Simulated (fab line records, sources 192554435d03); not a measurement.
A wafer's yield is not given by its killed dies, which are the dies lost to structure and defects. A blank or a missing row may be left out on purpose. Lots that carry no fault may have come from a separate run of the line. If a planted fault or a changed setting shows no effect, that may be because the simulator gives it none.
Chamber matching :: flow n5_finfet :: 4 sister chambers for N5_ZERO_LAYER_ETCH_18 on rie_si-06
The step etches Si in HBr/Cl2, target depth 120 nm, time 40 s. 4 wafers are shown with their chamber, then 7 later ones without.

EACH WAFER AND ITS CHAMBER
wafer: L086.3
chamber: 2
drypump_motor_current_A (A): 5.8

wafer: L086.6
chamber: 1
drypump_motor_current_A (A): 5.6

wafer: L088.1
chamber: 3
drypump_motor_current_A (A): 5.3

wafer: L088.4
chamber: 0
drypump_motor_current_A (A): 5.2

WAFERS WITHOUT THEIR CHAMBER
wafer: L088.6
drypump_motor_current_A (A): 5.8

wafer: L091.2
drypump_motor_current_A (A): 5.3

wafer: L091.5
drypump_motor_current_A (A): 5.3

wafer: L091.6
drypump_motor_current_A (A): 5.2

wafer: L094.1
drypump_motor_current_A (A): 5.3

wafer: L094.5
drypump_motor_current_A (A): 5.2

wafer: L094.6
drypump_motor_current_A (A): 5.7

CHAMBER TAKEN BY EACH
wafer: L088.6
from the rows above: 2
in truth: 2

wafer: L091.2
from the rows above: 3
in truth: 3

wafer: L091.5
from the rows above: 3
in truth: 3

wafer: L091.6
from the rows above: 0
in truth: 0

wafer: L094.1
from the rows above: 3
in truth: 3

wafer: L094.5
from the rows above: 0
in truth: 0

wafer: L094.6
from the rows above: can't be placed: 2 or 1
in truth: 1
Correctly placed: 6 of 7. Can't be placed from these rows: 1 (the true chamber is among the candidates in 1). 0 placed wrongly.
How it was worked out, from the rows above alone: a wafer's distance from a chamber is the root of the sum, over the readings, of the square of ((its reading less the chamber's mean) divided by the reading's scatter). If the next closest chamber is less than 2 further off than the closest, the wafer can't be placed; otherwise it belongs to the closest. A chamber's mean is the mean of its shown wafers. The scatter (one wafer shown for each chamber): square how far every hidden wafer sits from the nearest shown wafer, average those squares and take the square root.
